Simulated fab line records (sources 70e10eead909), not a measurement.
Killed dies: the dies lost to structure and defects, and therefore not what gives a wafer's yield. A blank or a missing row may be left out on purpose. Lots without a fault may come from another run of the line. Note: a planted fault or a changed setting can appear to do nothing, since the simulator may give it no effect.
The tool behind it: which one? + flow nand harc + 24 lots, 72 wafers sampled, at 6 steps of a route of 1302

== WHAT THE GAUGES READ, wafer by wafer ==
NHARC_A_STAIRCASE_INSPECT_155. Usual: 464 for raw defect count, sd 150.
| lot  | measured     | on                | raw defect count | flag |
|------|--------------|-------------------|------------------|------|
| L076 | day 19 11:18 | defect inspect-01 | 487 379 392      |      |
| L075 | day 19 11:41 | defect inspect-02 | 439 457 498      |      |
| L074 | day 19 11:44 | defect inspect-01 | 229 227 521      |      |
| L078 | day 21 15:47 | defect inspect-01 | 607 628 385      |      |
| L079 | day 21 18:44 | defect inspect-01 | 546 447 742      |      |
| L077 | day 21 21:34 | defect inspect-02 | 404 475 418      |      |
| L081 | day 21 23:19 | defect inspect-01 | 516 566 368      |      |
| L080 | day 22 01:38 | defect inspect-02 | 361 402 337      |      |
| L082 | day 22 15:29 | defect inspect-01 | 696 631 844      |      |
| L083 | day 23 08:17 | defect inspect-02 | 366 421 759      |      |
| L084 | day 23 18:31 | defect inspect-02 | 598 731 612      |      |
| L085 | day 24 08:16 | defect inspect-01 | 513 485 688      |      |
| L087 | day 25 02:53 | defect inspect-02 | 457 332 438      |      |
| L088 | day 25 03:16 | defect inspect-02 | 381 359 284      |      |
| L089 | day 25 03:20 | defect inspect-01 | 553 545 583      |      |
| L086 | day 25 06:50 | defect inspect-01 | 316 415 508      |      |
| L090 | day 25 09:44 | defect inspect-01 | 339 304 316      |      |
| L092 | day 26 01:59 | defect inspect-02 | 343 303 457      |      |
| L091 | day 26 09:00 | defect inspect-01 | 549 417 455      |      |
| L094 | day 27 00:58 | defect inspect-02 | 344 580 822      |      |
| L093 | day 27 01:06 | defect inspect-02 | 337 350 326      |      |
| L095 | day 28 08:18 | defect inspect-02 | 441 427 452      |      |
| L096 | day 28 08:35 | defect inspect-01 | 477 338 582      |      |
| L097 | day 29 00:26 | defect inspect-02 | 405 253 334      |      |

NHARC_A_WL_FILL_INSPECT_15. Usual: 483 for raw defect count, sd 130.
| lot  | measured     | on                | raw defect count | flag |
|------|--------------|-------------------|------------------|------|
| L076 | day 21 08:00 | defect inspect-01 | 455 514 484      |      |
| L075 | day 21 11:45 | defect inspect-02 | 373 455 393      |      |
| L074 | day 21 14:56 | defect inspect-02 | 584 561 390      |      |
| L078 | day 23 13:38 | defect inspect-01 | 396 668 611      |      |
| L079 | day 23 13:39 | defect inspect-02 | 360 320 333      |      |
| L077 | day 23 21:04 | defect inspect-02 | 355 345 368      |      |
| L081 | day 23 16:52 | defect inspect-01 | 443 406 382      |      |
| L080 | day 24 01:25 | defect inspect-02 | 563 456 530      |      |
| L082 | day 24 13:23 | defect inspect-01 | 719 591 579      |      |
| L083 | day 25 07:20 | defect inspect-01 | 491 544 492      |      |
| L084 | day 25 22:56 | defect inspect-01 | 462 412 483      |      |
| L085 | day 26 10:40 | defect inspect-01 | 333 335 284      |      |
| L087 | day 27 03:08 | defect inspect-02 | 604 525 454      |      |
| L088 | day 27 03:09 | defect inspect-01 | 407 512 516      |      |
| L089 | day 27 06:22 | defect inspect-02 | 786 364 587      |      |
| L086 | day 27 08:53 | defect inspect-01 | 321 457 370      |      |
| L090 | day 27 11:49 | defect inspect-01 | 511 556 424      |      |
| L092 | day 28 03:13 | defect inspect-01 | 686 791 726      |      |
| L091 | day 28 16:59 | defect inspect-02 | 476 414 373      |      |
| L094 | day 28 21:04 | defect inspect-02 | 477 443 367      |      |
| L093 | day 28 20:56 | defect inspect-02 | 429 467 559      |      |
| L095 | day 30 10:19 | defect inspect-02 | 507 621 440      |      |
| L096 | day 30 10:20 | defect inspect-02 | 383 419 458      |      |
| L097 | day 30 22:46 | defect inspect-01 | 408 539 680      |      |

== WHICH TOOL RAN EACH LOT (tool, then ch and the chambers of the sampled wafers, then the start) ==
| lot  | NHARC_A_SGD_CUT_DEP_00          | NHARC_A_SGD_CUT_ETCH_59                       | NHARC_A_WL_FILL_CVD_03        | NHARC_A_WL_FILL_ETCHBACK_17       |
|------|---------------------------------|-----------------------------------------------|-------------------------------|-----------------------------------|
| L076 | pecvd-02 ch 0,1,2, day 19 11:25 | rie diel-09 ch 0,3, day 20 14:49 or earlier   | cvd w-01 ch 0,1, day 20 14:49 | rie metal-03 ch 0,1, day 21 01:30 |
| L075 | pecvd-04 ch 0,1, day 19 11:49   | rie diel-04 ch 1,2, day 20 18:28 or earlier   | cvd w-02 ch 0,1, day 20 18:28 | rie metal-01 ch 0,1, day 21 05:27 |
| L074 | pecvd-02 ch 0,2, day 19 11:50   | rie diel-10 ch 0,2,3, day 20 22:11 or earlier | cvd w-02 ch 0,1, day 20 22:11 | rie metal-03 ch 0,1, day 21 08:37 |
| L078 | pecvd-02 ch 0,2, day 21 15:52   | rie diel-09 ch 2,3, day 22 18:09 or earlier   | cvd w-01 ch 0, day 22 18:09   | rie metal-02 ch 0,1, day 23 07:22 |
| L079 | pecvd-04 ch 1,2, day 21 18:52   | rie diel-04 ch 2,3, day 22 22:55 or earlier   | cvd w-02 ch 0,1, day 22 22:55 | rie metal-01 ch 0,1, day 23 07:29 |
| L077 | pecvd-02 ch 0,1,2, day 21 21:43 | rie diel-10 ch 1,2,3, day 23 00:57 or earlier | cvd w-02 ch 0,1, day 23 00:57 | rie metal-01 ch 0,1, day 23 14:49 |
| L081 | pecvd-02 ch 0,1,2, day 21 23:26 | rie diel-04 ch 1,2, day 22 22:53 or earlier   | cvd w-01 ch 0, day 22 22:53   | rie metal-02 ch 0,1, day 23 10:29 |
| L080 | pecvd-03 ch 0,1,2, day 22 01:43 | rie diel-04 ch 0,3, day 23 08:08 or earlier   | cvd w-02 ch 0,1, day 23 08:08 | rie metal-03 ch 0,1, day 23 19:05 |
| L082 | pecvd-02 ch 0,2, day 22 15:32   | rie diel-04 ch 0,3, day 23 19:46 or earlier   | cvd w-02 ch 0,1, day 23 19:46 | rie metal-02 ch 0,1, day 24 06:46 |
| L083 | pecvd-02 ch 1,2, day 23 08:21   | rie diel-10 ch 0,2, day 24 11:53 or earlier   | cvd w-01 ch 0,1, day 24 11:53 | rie metal-03 ch 0,1, day 24 23:53 |
| L084 | pecvd-02 ch 1,2, day 23 18:37   | rie diel-09 ch 0,2,3, day 25 04:40 or earlier | cvd w-01 ch 0,1, day 25 04:40 | rie metal-01 ch 0,1, day 25 16:40 |
| L085 | pecvd-03 ch 1,2, day 24 08:19   | rie diel-04 ch 0,1,2, day 25 16:48 or earlier | cvd w-01 ch 0,1, day 25 16:48 | rie metal-02 ch 0,1, day 26 04:19 |
| L087 | pecvd-02 ch 0,2, day 25 02:59   | rie diel-04 ch 0,3, day 26 09:59 or earlier   | cvd w-02 ch 0,1, day 26 09:59 | rie metal-02 ch 0,1, day 26 21:13 |
| L088 | pecvd-03 ch 0,1, day 25 03:20   | rie diel-09 ch 0,1, day 26 10:08 or earlier   | cvd w-01 ch 0,1, day 26 10:08 | rie metal-03 ch 0,1, day 26 20:55 |
| L089 | pecvd-04 ch 0,2, day 25 03:26   | rie diel-10 ch 1,2, day 26 10:17 or earlier   | cvd w-02 ch 0,1, day 26 10:17 | rie metal-02 ch 0,1, day 27 00:02 |
| L086 | pecvd-03 ch 1,2, day 25 06:58   | rie diel-04 ch 0,1, day 26 15:30 or earlier   | cvd w-01 ch 0,1, day 26 15:30 | rie metal-03 ch 0,1, day 27 02:28 |
| L090 | pecvd-02 ch 0,1,2, day 25 09:49 | rie diel-10 ch 0,1,2, day 26 15:25 or earlier | cvd w-02 ch 0,1, day 26 15:25 | rie metal-02 ch 0,1, day 27 05:34 |
| L092 | pecvd-03 ch 1,2, day 26 02:03   | rie diel-09 ch 2,3, day 27 10:29 or earlier   | cvd w-01 ch 0,1, day 27 10:29 | rie metal-02 ch 0,1, day 27 20:59 |
| L091 | pecvd-02 ch 0,2, day 26 09:08   | rie diel-04 ch 0,2,3, day 27 22:24 or earlier | cvd w-01 ch 0,1, day 27 22:24 | rie metal-03 ch 0,1, day 28 10:37 |
| L094 | pecvd-03 ch 1,2, day 27 01:03   | rie diel-09 ch 0,1,3, day 28 03:50 or earlier | cvd w-01 ch 0,1, day 28 03:50 | rie metal-02 ch 0,1, day 28 14:44 |
| L093 | pecvd-04 ch 1,2, day 27 01:14   | rie diel-10 ch 0,1,3, day 28 04:05 or earlier | cvd w-01 ch 0,1, day 28 04:05 | rie metal-01 ch 0,1, day 28 14:44 |
| L095 | pecvd-03 ch 0,2, day 28 08:26   | rie diel-09 ch 1,2,3, day 29 14:38 or earlier | cvd w-02 ch 0,1, day 29 14:38 | rie metal-01 ch 0,1, day 30 04:03 |
| L096 | pecvd-04 ch 0,1,2, day 28 08:41 | rie diel-10 ch 1,2,3, day 29 14:29 or earlier | cvd w-01 ch 0,1, day 29 14:29 | rie metal-02 ch 0,1, day 30 03:56 |
| L097 | pecvd-03 ch 1,2, day 29 00:34   | rie diel-04 ch 1,2,3, day 30 04:43 or earlier | cvd w-01 ch 0,1, day 30 04:43 | rie metal-01 ch 0,1, day 30 15:38 |
- NHARC_A_SGD_CUT_DEP_00: deposits SiNx, target thk 50 nm.
- NHARC_A_SGD_CUT_ETCH_59: etches the open film in N2/H2, target depth 260 nm, time 406.25 s.
- NHARC_A_WL_FILL_CVD_03: deposits W, target thk 40 nm, time 279 s.
- NHARC_A_WL_FILL_ETCHBACK_17: etches the open film in Cl2/BCl3, target depth 4 nm, time 26.7 s.

== AS READ BY THE TOOLS THEMSELVES (means over the sampled wafers that have a number; for cases with no such wafer, the mark the record gives instead) ==
NHARC_A_SGD_CUT_DEP_00. Usual: heater power outer w 433 W, standard deviation 56; heater power w 742 W, standard deviation 72.
| lot  | tool     | heater power outer w (W) | heater power w (W) | flag |
|------|----------|--------------------------|--------------------|------|
| L076 | pecvd-02 | 422                      | 725                |      |
| L075 | pecvd-04 | 500                      | 907                |      |
| L074 | pecvd-02 | 469                      | 776                |      |
| L078 | pecvd-02 | 482                      | 777                |      |
| L079 | pecvd-04 | 448                      | 826                |      |
| L077 | pecvd-02 | 445                      | 753                |      |
| L081 | pecvd-02 | 421                      | 720                |      |
| L080 | pecvd-03 | 444                      | 754                |      |
| L082 | pecvd-02 | 495                      | 795                |      |
| L083 | pecvd-02 | 422                      | 756                |      |
| L084 | pecvd-02 | 420                      | 725                |      |
| L085 | pecvd-03 | 372                      | 674                |      |
| L087 | pecvd-02 | 481                      | 767                |      |
| L088 | pecvd-03 | 384                      | 679                |      |
| L089 | pecvd-04 | 400                      | 730                |      |
| L086 | pecvd-03 | 393                      | 692                |      |
| L090 | pecvd-02 | 471                      | 779                |      |
| L092 | pecvd-03 | 382                      | 677                |      |
| L091 | pecvd-02 | 487                      | 799                |      |
| L094 | pecvd-03 | 381                      | 673                |      |
| L093 | pecvd-04 | 487                      | 844                |      |
| L095 | pecvd-03 | 389                      | 657                |      |
| L096 | pecvd-04 | 469                      | 833                |      |
| L097 | pecvd-03 | 360                      | 653                |      |

NHARC_A_SGD_CUT_ETCH_59. Usual: drypump motor current A 5.6 A, standard deviation 0.42; oes product au 0.996 a.u., standard deviation 0.013; rf vpp V 430.2 V, standard deviation 2.5; showerhead plenum p Torr 2.03 Torr, standard deviation 0.084; throttle valve pct 14.173 %, standard deviation 0.0089.
| lot  | tool        | drypump motor current A (A) | oes product au (a.u.) | rf vpp V (V) | showerhead plenum p Torr (Torr) | throttle valve pct (%) | flag |
|------|-------------|-----------------------------|-----------------------|--------------|---------------------------------|------------------------|------|
| L076 | rie diel-09 | 5.2                         | 0.994                 | 428.5        | 1.99                            | 14.166                 |      |
| L075 | rie diel-04 | 5.3                         | 0.981                 | 432.1        | 2.09                            | 14.174                 |      |
| L074 | rie diel-10 | 5.5                         | 0.992                 | 431.4        | 2.06                            | 14.175                 |      |
| L078 | rie diel-09 | 5.8                         | 0.985                 | 430.1        | 2.03                            | 14.171                 |      |
| L079 | rie diel-04 | 5.6                         | 0.987                 | 427.9        | 1.98                            | 14.173                 |      |
| L077 | rie diel-10 | 5.8                         | 0.994                 | 430.6        | 2.05                            | 14.170                 |      |
| L081 | rie diel-04 | 5.2                         | 0.983                 | 431.7        | 2.08                            | 14.166                 |      |
| L080 | rie diel-04 | 5.6                         | 0.994                 | 428.9        | 2.00                            | 14.167                 |      |
| L082 | rie diel-04 | 5.6                         | 0.991                 | 430.1        | 2.00                            | 14.176                 |      |
| L083 | rie diel-10 | 5.1                         | 0.998                 | 431.1        | 2.07                            | 14.173                 |      |
| L084 | rie diel-09 | 5.6                         | 0.988                 | 429.0        | 1.97                            | 14.169                 |      |
| L085 | rie diel-04 | 5.3                         | 1.005                 | 431.5        | 2.07                            | 14.168                 |      |
| L087 | rie diel-04 | 5.7                         | 1.009                 | 428.3        | 1.97                            | 14.171                 |      |
| L088 | rie diel-09 | 5.3                         | 0.994                 | 429.0        | 1.99                            | 14.180                 |      |
| L089 | rie diel-10 | 5.4                         | 0.988                 | 433.0        | 2.13                            | 14.173                 |      |
| L086 | rie diel-04 | 5.4                         | 1.011                 | 431.0        | 2.07                            | 14.167                 |      |
| L090 | rie diel-10 | 5.4                         | 1.001                 | 431.4        | 2.07                            | 14.177                 |      |
| L092 | rie diel-09 | 6.0                         | 1.000                 | 428.9        | 1.96                            | 14.171                 |      |
| L091 | rie diel-04 | 5.5                         | 1.006                 | 429.2        | 2.01                            | 14.177                 |      |
| L094 | rie diel-09 | 5.5                         | 1.000                 | 430.0        | 2.05                            | 14.182                 |      |
| L093 | rie diel-10 | 5.8                         | 0.993                 | 429.1        | 1.99                            | 14.173                 |      |
| L095 | rie diel-09 | 5.9                         | 1.003                 | 430.7        | 2.04                            | 14.176                 |      |
| L096 | rie diel-10 | 5.8                         | 0.998                 | 430.4        | 2.05                            | 14.168                 |      |
| L097 | rie diel-04 | 5.4                         | 1.013                 | 430.0        | 2.03                            | 14.175                 |      |

NHARC_A_WL_FILL_CVD_03. Usual: heater power outer w 284 W, standard deviation 24; heater power w 488 W, standard deviation 30; throttle valve pct 7.7 %, standard deviation 0.34.
| lot  | tool     | heater power outer w (W) | heater power w (W) | throttle valve pct (%) | flag |
|------|----------|--------------------------|--------------------|------------------------|------|
| L076 | cvd w-01 | 277                      | 487                | 7.4                    |      |
| L075 | cvd w-02 | 294                      | 501                | 7.7                    |      |
| L074 | cvd w-02 | 272                      | 479                | 7.9                    |      |
| L078 | cvd w-01 | 280                      | 461                | 8.0                    |      |
| L079 | cvd w-02 | 276                      | 475                | 7.9                    |      |
| L077 | cvd w-02 | 296                      | 507                | 7.7                    |      |
| L081 | cvd w-01 | 280                      | 461                | 7.8                    |      |
| L080 | cvd w-02 | 299                      | 501                | 7.8                    |      |
| L082 | cvd w-02 | 294                      | 500                | 7.7                    |      |
| L083 | cvd w-01 | 281                      | 491                | 7.4                    |      |
| L084 | cvd w-01 | 287                      | 487                | 7.8                    |      |
| L085 | cvd w-01 | 291                      | 496                | 7.7                    |      |
| L087 | cvd w-02 | 296                      | 506                | 8.0                    |      |
| L088 | cvd w-01 | 287                      | 493                | 7.8                    |      |
| L089 | cvd w-02 | 297                      | 509                | 7.9                    |      |
| L086 | cvd w-01 | 281                      | 487                | 7.5                    |      |
| L090 | cvd w-02 | 280                      | 480                | 8.2                    |      |
| L092 | cvd w-01 | 281                      | 488                | 7.6                    |      |
| L091 | cvd w-01 | 280                      | 489                | 7.6                    |      |
| L094 | cvd w-01 | 284                      | 493                | 7.6                    |      |
| L093 | cvd w-01 | 288                      | 486                | 7.7                    |      |
| L095 | cvd w-02 | 288                      | 506                | 8.0                    |      |
| L096 | cvd w-01 | 285                      | 490                | 7.5                    |      |
| L097 | cvd w-01 | 288                      | 490                | 7.8                    |      |

NHARC_A_WL_FILL_ETCHBACK_17. Usual: drypump motor current A 6.0 A, standard deviation 0.45; oes product au 0.996 a.u., standard deviation 0.013.
| lot  | tool         | drypump motor current A (A) | oes product au (a.u.) | flag |
|------|--------------|-----------------------------|-----------------------|------|
| L076 | rie metal-03 | 5.4                         | 0.991                 |      |
| L075 | rie metal-01 | 6.6                         | 0.993                 |      |
| L074 | rie metal-03 | 5.5                         | 0.987                 |      |
| L078 | rie metal-02 | 6.0                         | 1.000                 |      |
| L079 | rie metal-01 | 6.6                         | 0.995                 |      |
| L077 | rie metal-01 | 6.6                         | 1.006                 |      |
| L081 | rie metal-02 | 6.1                         | 1.000                 |      |
| L080 | rie metal-03 | 5.5                         | 0.988                 |      |
| L082 | rie metal-02 | 6.1                         | 0.997                 |      |
| L083 | rie metal-03 | 5.5                         | 0.998                 |      |
| L084 | rie metal-01 | 6.5                         | 0.997                 |      |
| L085 | rie metal-02 | 6.1                         | 1.003                 |      |
| L087 | rie metal-02 | 6.0                         | 1.006                 |      |
| L088 | rie metal-03 | 5.5                         | 0.982                 |      |
| L089 | rie metal-02 | 6.1                         | 0.995                 |      |
| L086 | rie metal-03 | 5.4                         | 1.002                 |      |
| L090 | rie metal-02 | 6.1                         | 0.991                 |      |
| L092 | rie metal-02 | 6.1                         | 0.983                 |      |
| L091 | rie metal-03 | 5.5                         | 0.998                 |      |
| L094 | rie metal-02 | 6.1                         | 0.998                 |      |
| L093 | rie metal-01 | 6.6                         | 0.999                 |      |
| L095 | rie metal-01 | 6.6                         | 0.991                 |      |
| L096 | rie metal-02 | 6.1                         | 0.993                 |      |
| L097 | rie metal-01 | 6.6                         | 1.007                 |      |

== THE ANSWER, worked out from the rows above alone ==
Rule: a lot counts as off when the mean over its wafers that have a number is more than 3 standard deviations away from the usual mean. Also off: a lot with no number at a reading for which 4 or more lots have one. All remaining lots with rows at the step are treated as sound. Order of review: gauges by route order, followed by the tools' own readings, for which a lot's mean as printed above is used. At the first step where some lot is off, the reading lying furthest off is the one used; lots without a number count as furthest.
No lot is off at any reading shown: from this, nothing can be told.

== WHAT THE SIMULATOR PUT IN ==
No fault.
